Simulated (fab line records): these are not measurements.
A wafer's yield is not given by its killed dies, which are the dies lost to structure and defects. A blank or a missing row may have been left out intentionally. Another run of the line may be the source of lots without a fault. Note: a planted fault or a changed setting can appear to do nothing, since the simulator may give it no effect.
Struck lot and sound lot, side by side + flow n5-finfet + 15 out of 1938 route steps
Sound: the wafers L292.1, L292.2, L292.6. The struck wafers were L300.1, L300.4, L300.5. Last of all comes the cause.
Order at every step that has rows: each side's tool, ch and its chambers, its first start. Under that, the readings that differ: sound wafers + struck wafers + difference of the means + sigmas: that difference in standard deviations of wafers without a fault.
alike: a reading whose means differ by less than 2 such deviations, as well as words and numbers matching on both sides. not compared: withheld readings; readings where some wafer has no value; bounds like >300 that might hide an equal value; numbers whose values overlap and for which the record gives no deviation.
Wherever a step has rows on one side only, a row that says differs or no value, or a row with sigmas, the two part there. Numbers that have no deviation but don't overlap get no sigmas and don't part them. A reading that every wafer of one side lacks parts them only if that side has two wafers or more.

first, 8 steps without rows for these wafers: N5_WELL_APT_HMDS_01 (time 60 s); N5_WELL_APT_COAT_02 (resist thk 950 nm); N5_WELL_APT_EBR_04; N5_WELL_APT_SOFTBAKE_03 (time 60 s); N5_WELL_APT_EXPOSE_05 (exposes mask NWELL, defocus 0 nm, target cd 200 nm); N5_WELL_APT_PEB_06 (peb time 90 s); N5_WELL_APT_DEVELOP_07 (develop time 45 s); N5_WELL_APT_HARDBAKE_12 (time 120 s).
N5_WELL_APT_CD_MEAS_08: target cd 200 nm.
  sound on cd-sem-02 ch 0, day 1 13:49; struck on cd-sem-01 ch 0, day 3 13:35
  alike: cd-nm
N5_WELL_APT_OVL_MEAS_09:
  sound on overlay-01 ch 0, day 1 13:50; struck on overlay-02 ch 0, day 3 13:37
| reading        | sound    | struck  | difference | sigmas |
|----------------|----------|---------|------------|--------|
| NWELL_OVL (nm) | -5 -4 -5 | 3 11 12 | +13        | +2     |
N5_WELL_APT_INSPECT_10: inspects for defects (macro).
  sound on defect-inspect-02, day 1 13:52; struck on defect-inspect-01, day 3 13:38
  alike: raw-defect-count
N5_WELL_APT_DESCUM_13: chemistry O2, time 7.9 s.
  sound on rie-diel-03 ch 2,3, day 1 13:56; struck on rie-diel-03 ch 0,2,3, day 3 13:54
| reading          | sound             | struck            | difference | sigmas |
|------------------|-------------------|-------------------|------------|--------|
| bias-power-w (W) | 20.13 20.05 20.07 | 20.02 19.90 19.92 | -0.14      | -2     |
  alike: drypump-motor-current-A, oes-product-au, rf-vpp-V, showerhead-plenum-p-Torr, throttle-valve-pct
  not compared: rf-hours-counter-h
N5_WELL_APT_IMPLANT_14:
  sound on implanter-02 ch 0, day 1 14:01; struck on implanter-02 ch 0, day 3 14:00
| reading            | sound                            | struck                          | difference  | sigmas      |
|--------------------|----------------------------------|---------------------------------|-------------|-------------|
| dose-ions-cm2      | 1.4991e+13 1.4998e+13 1.4975e+13 | 1.6548e+13 1.654e+13 1.6551e+13 | +1.5583e+12 | +99 or more |
| faraday-current-uA | 191 184 191                      | 208 209 207                     | +19         | +6          |
  alike: tilt-deg
after that, 1 step had no rows for these wafers: N5_WELL_APT_IMPLANT_15.
-- a jump in the record: the struck wafers' starts before and after are 11 days apart (it breaks off in module WELL_APT and resumes in module PASSIVATION, where the first step shown is number 1936 of the route) --
N5_PASSIVATION_PROBE_49:
  sound on prober-02, day 12 08:33; struck on prober-02, day 14 13:02
  alike: killed_at_M0_to_M3, killed_at_M4_up, killed-at-contacts, killed-at-front-end, killed-at-other, killed-dies, killed-open, killed-short

WHERE THEY PART
Earliest at N5_WELL_APT_OVL_MEAS_09; latest, in this record, at N5_WELL_APT_IMPLANT_14. Later steps at which nothing parts them and some readings are alike: N5_PASSIVATION_PROBE_49.

WHY: what the simulator had put in
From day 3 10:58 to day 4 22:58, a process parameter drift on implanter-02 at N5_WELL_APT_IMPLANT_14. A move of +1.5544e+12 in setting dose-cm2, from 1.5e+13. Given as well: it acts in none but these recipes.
